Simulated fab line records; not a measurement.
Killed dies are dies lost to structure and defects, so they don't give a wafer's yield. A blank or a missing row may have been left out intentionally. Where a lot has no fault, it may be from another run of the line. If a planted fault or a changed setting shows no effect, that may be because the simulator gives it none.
Matching of chambers || flow n5 finfet || N5_BEOL_M5_STRIP_19 on rie diel-06 has 4 sister chambers
The step strips in O2. 4 wafers are shown with their chamber, then 12 later ones without.

== EACH WAFER AND ITS CHAMBER ==
{"wafer": "L095.6", "chamber": 0, "drypump motor current A (A)": 5.8}
{"wafer": "L096.1", "chamber": 1, "drypump motor current A (A)": 6.3}
{"wafer": "L096.2", "chamber": 2, "drypump motor current A (A)": 5.5}
{"wafer": "L096.3", "chamber": 3, "drypump motor current A (A)": 5.9}

== WAFERS WITHOUT THEIR CHAMBER ==
{"wafer": "L096.4", "drypump motor current A (A)": 5.8}
{"wafer": "L096.5", "drypump motor current A (A)": 5.9}
{"wafer": "L096.6", "drypump motor current A (A)": 5.8}
{"wafer": "L097.1", "drypump motor current A (A)": 6.3}
{"wafer": "L097.2", "drypump motor current A (A)": 5.9}
{"wafer": "L097.3", "drypump motor current A (A)": 5.8}
{"wafer": "L097.4", "drypump motor current A (A)": 5.4}
{"wafer": "L097.5", "drypump motor current A (A)": 5.8}
{"wafer": "L097.6", "drypump motor current A (A)": 6.3}
{"wafer": "L091.3", "drypump motor current A (A)": 5.8}
{"wafer": "L091.4", "drypump motor current A (A)": 5.9}
{"wafer": "L091.5", "drypump motor current A (A)": 5.9}

== WHICH CHAMBER EACH WENT THROUGH ==
{"wafer": "L096.4", "from the rows above": 0, "in truth": 0}
{"wafer": "L096.5", "from the rows above": 3, "in truth": 3}
{"wafer": "L096.6", "from the rows above": 0, "in truth": 0}
{"wafer": "L097.1", "from the rows above": 1, "in truth": 1}
{"wafer": "L097.2", "from the rows above": 3, "in truth": 3}
{"wafer": "L097.3", "from the rows above": 0, "in truth": 0}
{"wafer": "L097.4", "from the rows above": 2, "in truth": 2}
{"wafer": "L097.5", "from the rows above": 0, "in truth": 0}
{"wafer": "L097.6", "from the rows above": 1, "in truth": 1}
{"wafer": "L091.3", "from the rows above": 0, "in truth": 0}
{"wafer": "L091.4", "from the rows above": 3, "in truth": 3}
{"wafer": "L091.5", "from the rows above": 3, "in truth": 3}
Correct placement for 12 of the 12. Number that these rows cannot place: 0. Wrongly placed: 0.
How it was worked out, from the rows above alone: a wafer's distance from a chamber is the root of the sum, over the readings, of the square of ((its reading less the chamber's mean) divided by the reading's scatter). The wafer belongs to the nearest chamber; if the next one is less than 2 further off, it can't be placed. For every chamber, the mean is computed from those of its wafers that are shown. The scatter (one wafer shown for each chamber): square how far every hidden wafer sits from the nearest shown wafer, average those squares and take the square root.
